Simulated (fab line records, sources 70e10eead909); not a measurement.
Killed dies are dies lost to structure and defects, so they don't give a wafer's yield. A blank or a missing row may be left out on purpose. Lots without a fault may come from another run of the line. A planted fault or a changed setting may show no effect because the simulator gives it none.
fab line records | flow nand_harc
record lots=12 wafers=36 last_day=24
route steps=1159 shown P_M0@272 P_M1@292 END@1159
lots that met no fault: from a run of the same line without faults
start_h: hours from the record's first day to the start of the lot's first wafer shown | wait_h: hours since the lot's step before | " the same as in the row above | L1.1+2: a row that stands for several wafers | - no value, or no start given | * or withheld: withheld | < > ~ a bound
route shown NAME@n: a module of which the file shows steps, and the number in the route of the first | usual: mean/standard deviation of fault-free wafers | same: alike in all rows | chamber/n: place in a boat | sites: the reading at each site | _std_site: their standard deviation | _edge_site: outer sites' mean less inner sites' | radius_mm: how far each site lies from the wafer's centre | mask NAME#n: copy n | behind: the tool/chamber that last shaped the wafer | hold: why the lot was held/for how many hours/how that ended | device: the transistor (n, p or np) that didn't switch | end of line: the same wafers' tests at the end of the route | a step without rows: its recipe alone | killed: dies lost to structure and defects at the first sort, not the wafer's yield | map: a wafer's dies, x killed, . not, _ none there
set.NAME: the setting as run; set.NAME@STEP: as run at that earlier step | model.NAME: the simulator's own value behind a step, which no gauge read
steps of the route over a sample of lots; a table a step, a row a wafer
services: from which hour (start_h, from the record's first day; less than 0 if before it) a tool's chamber was out of use, for how many hours, and why
## steps
# step NHARC_P_M0_DEGAS_28
# recipe temp_c=250 time_s=60
# usual heater_power_w=355/45
# columns lot.wafer tool chamber start_h wait_h heater_power_w
L754.2 pvd_sputter-01 - 116.52 - 307
L754.5 " - " " 272
L754.6 " - " " 343
L757.3 pvd_sputter-02 - 134.47 - 385
L757.2 " - " " 327
L757.5 " - " " 402
L758.1 pvd_sputter-03 - 134.88 - 290
L758.6 " - " " 354
L758.5 " - " " 425
L756.4 pvd_sputter-02 - 135.15 - 399
L756.2 " - " " 333
L756.6 " - " " 398
L759.1 pvd_sputter-02 - 154.12 - 397
L759.2 " - " " 403
L759.4 " - " " 329
L760.2 pvd_sputter-03 - 154.61 - 420
L760.1 " - " " 396
L760.5 " - " " 423
L765.1 pvd_sputter-03 - 193.59 - 355
L765.5 " - " " 285
L765.6 " - " " 387
L769.1 pvd_sputter-02 - 210.82 - 375
L769.2 " - " " 392
L769.5 " - " " 327
L774.3 pvd_sputter-03 - 229.49 - 424
L774.4 " - " " 384
L774.1 " - " " 353
L775.3 pvd_sputter-02 - 239.85 - 359
L775.2 " - " " 398
L775.1 " - " " 389
L776.4 pvd_sputter-03 - 240.93 - 287
L776.2 " - " " 354
L776.6 " - " " 289
L777.1 pvd_sputter-03 - 257.83 - 390
L777.3 " - " " 421
L777.5 " - " " 287
# step NHARC_P_M0_PRE_CLEAN_31
# recipe time_s=12 temp_c=370 rf_power_w=300 gas=NH3
# usual heater_power_outer_w=384/44 heater_power_w=666/82
# columns lot.wafer tool chamber start_h wait_h heater_power_outer_w heater_power_w
L754.2 pecvd-02 0 118.12 0.1 396 696
L754.5 " 0 " " 401 705
L754.6 " 2 " " 397 693
L757.3 pecvd-04 0 136.09 0.1 349 634
L757.2 " 1 " " 290 504
L757.5 " 2 " " 318 522
L758.1 pecvd-03 0 136.52 0.1 402 720
L758.6 " 1 " " 382 714
L758.5 " 2 " " 359 584
L756.2 pecvd-04 2 136.96 0.2 377 614
L756.4 " 1 " " 353 571
L756.6 " 1 " " 354 586
L759.2 pecvd-04 2 155.77 0.1 327 581
L759.1 " 1 " " 345 585
L759.4 " 0 " " 365 649
L760.2 pecvd-04 2 156.23 0.1 347 565
L760.1 " 1 " " 338 568
L760.5 " 0 " " 392 685
L765.1 pecvd-02 2 195.23 0.1 412 702
L765.6 " 1 " " 454 772
L765.5 " 0 " " 409 745
L769.2 pecvd-03 1 212.56 0.1 395 713
L769.1 " 2 " " 385 626
L769.5 " 0 " " 462 777
L774.1 pecvd-02 1 231.19 0.1 412 739
L774.3 " 2 " " 368 605
L774.4 " 0 " " 421 746
L775.1 pecvd-04 1 241.55 0.1 342 562
L775.2 " 0 " " 377 690
L775.3 " 1 " " 340 553
L776.2 pecvd-04 0 242.57 0.1 372 658
L776.4 " 1 " " 340 543
L776.6 " 0 " " 374 662
L777.1 pecvd-03 2 259.45 0.1 333 559
L777.3 " 0 " " 384 680
L777.5 " 1 " " 331 638
# step NHARC_P_M0_DEP_32
# recipe target_thk_a=300 temp_c=370 target_thk_nm=30 pressure_torr=3 flow_sccm=200 rf_w=450 material=SiCN
# usual heater_power_outer_w=348/46 heater_power_w=618/85
# columns lot.wafer tool chamber start_h wait_h heater_power_outer_w heater_power_w
L754.2 pecvd-02 0 118.20 0.1 352 632
L754.5 " 0 " " 339 633
L754.6 " 2 " " 389 649
L757.3 pecvd-04 0 136.20 0.1 332 631
L757.2 " 1 " " 288 486
L757.5 " 2 " " 326 567
L758.1 pecvd-03 0 136.59 0.1 377 682
L758.6 " 1 " " 382 691
L758.5 " 2 " " 327 540
L756.2 pecvd-04 2 137.12 0.1 337 537
L756.4 " 1 " " 268 460
L756.6 " 1 " " 263 473
L759.2 pecvd-04 2 155.85 0.1 327 549
L759.1 " 1 " " 288 498
L759.4 " 0 " " 362 633
L760.2 pecvd-04 2 156.30 0.1 322 527
L760.1 " 1 " " 287 502
L760.5 " 0 " " 370 661
L765.1 pecvd-02 2 195.34 0.1 366 603
L765.6 " 1 " " 425 761
L765.5 " 0 " " 362 698
L769.2 pecvd-03 1 212.64 0.1 354 682
L769.1 " 2 " " 319 543
L769.5 " 0 " " 412 738
L774.1 pecvd-02 1 231.30 0.1 423 752
L774.3 " 2 " " 374 634
L774.4 " 0 " " 339 640
L775.1 pecvd-04 1 241.67 0.1 272 467
L775.2 " 0 " " 320 629
L775.3 " 1 " " 273 463
L776.2 pecvd-04 0 242.69 0.1 330 618
L776.4 " 1 " " 348 551
L776.6 " 0 " " 331 605
L777.1 pecvd-03 2 259.53 0.1 280 471
L777.3 " 0 " " 401 711
L777.5 " 1 " " 322 644
# step NHARC_P_M1_EXPOSE_06
# recipe na=1.35 target_cd_nm=130 dose_mj=81.88 mask_id=P_M1
# usual exposure_dose_mJ_cm2=81.90/0.078 reticle_temp_C=23.00/0.1
# columns lot.wafer tool chamber start_h wait_h mask exposure_dose_mJ_cm2 reticle_temp_C
L754.2 arfi_scanner-01 0 119.16 - P_M1#0 81.92 22.92
L754.5 " 0 " " P_M1#0 82.06 22.90
L754.6 " 0 " " P_M1#0 81.97 23.01
L757.2 arfi_scanner-02 0 137.27 - P_M1#0 81.86 23.07
L757.3 " 0 " " P_M1#0 81.87 23.05
L757.5 " 0 " " P_M1#0 81.89 23.13
L758.1 arfi_scanner-03 0 137.70 - P_M1#0 81.74 23.01
L758.5 " 0 " " P_M1#0 81.91 23.05
L758.6 " 0 " " P_M1#0 81.86 22.98
L756.2 arfi_scanner-02 0 138.31 - P_M1#0 81.92 23.08
L756.4 " 0 " " P_M1#0 81.85 23.03
L756.6 " 0 " " P_M1#0 81.83 23.13
L759.1 arfi_scanner-02 0 156.83 - P_M1#0 93.86 22.94
L759.2 " 0 " " P_M1#0 93.94 23.06
L759.4 " 0 " " P_M1#0 93.74 23.00
L760.1 arfi_scanner-03 0 157.40 - P_M1#0 81.89 22.85
L760.2 " 0 " " P_M1#0 81.89 22.83
L760.5 " 0 " " P_M1#0 81.82 22.86
L765.1 arfi_scanner-02 0 196.38 - P_M1#0 91.30 22.88
L765.5 " 0 " " P_M1#0 91.15 22.95
L765.6 " 0 " " P_M1#0 91.32 22.85
L769.1 arfi_scanner-01 0 213.75 - P_M1#0 81.80 23.12
L769.2 " 0 " " P_M1#0 81.79 23.22
L769.5 " 0 " " P_M1#0 81.80 23.13
L774.1 arfi_scanner-01 0 232.34 - P_M1#0 81.88 23.08
L774.3 " 0 " " P_M1#0 81.90 22.97
L774.4 " 0 " " P_M1#0 81.93 23.07
L775.1 arfi_scanner-01 0 242.79 - P_M1#0 81.81 23.03
L775.2 " 0 " " P_M1#0 81.84 23.06
L775.3 " 0 " " P_M1#0 81.85 23.08
L776.2 arfi_scanner-01 0 243.78 - P_M1#0 82.00 23.01
L776.4 " 0 " " P_M1#0 81.98 22.95
L776.6 " 0 " " P_M1#0 81.93 22.94
L777.1 arfi_scanner-01 0 260.51 - P_M1#0 81.80 23.15
L777.3 " 0 " " P_M1#0 81.91 23.10
L777.5 " 0 " " P_M1#0 81.79 23.12
# step NHARC_P_M1_CD_MEAS_09
# recipe target_cd_nm=130 landing_energy_ev=500
# usual cd_nm=130.2/0.58
# columns lot.wafer tool chamber start_h wait_h cd_nm
L754.2 cd_sem-02 0 119.30 - 130.0
L754.5 " 0 " " 129.7
L754.6 " 0 " " 130.3
L757.2 cd_sem-02 0 137.40 - 130.1
L757.3 " 0 " " 129.9
L757.5 " 0 " " 129.7
L758.1 cd_sem-02 0 137.84 - 129.9
L758.5 " 0 " " 131.0
L758.6 " 0 " " 130.0
L756.2 cd_sem-02 0 138.45 - 130.4
L756.4 " 0 " " 130.8
L756.6 " 0 " " 131.1
L759.1 cd_sem-01 0 156.98 - 137.8
L759.2 " 0 " " 137.6
L759.4 " 0 " " 138.4
L760.1 cd_sem-02 0 157.54 - 130.8
L760.2 " 0 " " 130.7
L760.5 " 0 " " 131.5
L765.1 cd_sem-02 0 196.52 - 137.0
L765.5 " 0 " " 137.3
L765.6 " 0 " " 136.9
L769.1 cd_sem-02 0 213.89 - 130.6
L769.2 " 0 " " 130.4
L769.5 " 0 " " 130.8
L774.1 cd_sem-03 0 232.48 - 130.2
L774.3 " 0 " " 129.6
L774.4 " 0 " " 130.0
L775.1 cd_sem-01 0 242.93 - 131.3
L775.2 " 0 " " 130.0
L775.3 " 0 " " 130.5
L776.2 cd_sem-01 0 243.92 - 129.3
L776.4 " 0 " " 129.7
L776.6 " 0 " " 129.7
L777.1 cd_sem-01 0 260.65 - 129.7
L777.3 " 0 " " 130.9
L777.5 " 0 " " 129.5
# step NHARC_END_SORT_01
# recipe temp_c=25
# usual defect_limited_yield=95.4/1.3 killed_at_array=27/8 killed_at_other=0.8/1.2 killed_at_periphery=3.3/2.3 killed_dies=31/8.8 killed_open=3.2/2.1 killed_short=2.1/1.4 sort_bin_2_pct=1.4/0.55 sort_bin_3_pct=0.25/0.2 sort_bin_4_pct=2.9/0.92 sort_n_pass=646/8.8 sort_rim_yield_pct=95.5/2.7 sort_yield_pct=95.4/1.3
# same gross_dies=677 sort_bin_5_pct[%]=0 sort_bin_6_pct[%]=0 sort_bin_7_pct[%]=0 sort_bin_8_pct[%]=0 sort_rim_n_gross=106.00
# columns lot.wafer tool chamber start_h wait_h defect_limited_yield[%] killed_at_array killed_at_other killed_at_periphery killed_dies killed_open killed_short sort_bin_2_pct[%] sort_bin_3_pct[%] sort_bin_4_pct[%] sort_n_pass sort_rim_yield_pct[%] sort_yield_pct[%]
L765.6 prober-01 0 533.79 4.0 94.8 29 2 4 35 2 0 1.2 0.15 3.8 642 94.3 94.8
# killed by level:class
L765.6 A_CHANNEL_HOLE_D1:chamber_film_flake=15 A_SLIT:chamber_film_flake=10 A_CONTACT:chamber_film_flake=3 P_ZERO_WELL:chamber_film_flake=2 THIN_TSV:chamber_film_flake=2 P_GATE:geometric_particle:open=1 P_M0:geometric_particle:open=1 A_CHANNEL_FILL_D1:chamber_film_flake=1
## services
# columns tool chamber start_h hours kind
pecvd-03 - 97.11 0.7 repair
pvd_sputter-03 - 102.00 10.0 pm
pecvd-04 - 108.70 2.3 repair
pecvd-03 - 111.19 13.0 pm
pvd_sputter-01 - 111.30 1.9 repair
arfi_scanner-02 - 111.73 1.5 repair
pecvd-04 0 136.78 3.8 repair
arfi_scanner-03 - 140.00 4.0 pm
pecvd-02 - 153.00 13.0 pm
pvd_sputter-01 - 158.04 10.0 pm
pecvd-04 - 168.56 1.0 repair
arfi_scanner-01 - 190.44 0.8 repair
pecvd-04 - 195.54 13.0 pm
pecvd-04 0 195.54 13.0 vent_cycle
pecvd-04 1 195.54 13.0 vent_cycle
pecvd-04 2 195.54 13.0 vent_cycle
arfi_scanner-01 - 202.53 4.0 pm
pvd_sputter-02 - 214.00 10.0 pm
arfi_scanner-03 - 214.70 2.8 repair
pecvd-03 - 225.87 0.3 repair
arfi_scanner-01 - 232.40 10.2 repair
pecvd-04 2 234.84 25.9 repair
arfi_scanner-02 - 256.00 4.0 pm
pecvd-02 - 260.26 0.9 repair
## key
first_sign step=NHARC_P_M1_EXPOSE_06 reading=exposure_dose_mJ_cm2 direction=up sigmas=99+ usual=81.90 struck=92.55
effect step=NHARC_P_M1_CD_MEAS_09 reading=cd_nm direction=up sigmas=12 usual=130.2 struck=137.5 through=control_loop
met_at NHARC_P_M1_EXPOSE_06
struck_lots L759,L765
loop_trim step=NHARC_P_M1_EXPOSE_06 setting=dose lots=L765
not_acting_at NHARC_P_M0_DEGAS_28,NHARC_P_M0_PRE_CLEAN_31,NHARC_P_M0_DEP_32
onset_between 138.31 156.83
fault kind=process_parameter_drift tool=arfi_scanner-02 chamber=- onset_h=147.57 steps=NHARC_P_M1_EXPOSE_06 channel=dose_mj offset=11.86 shape=step acts_in=these_recipes_only stated=81.88
# loop_trim: a control loop set the setting to another value than it would have without faults
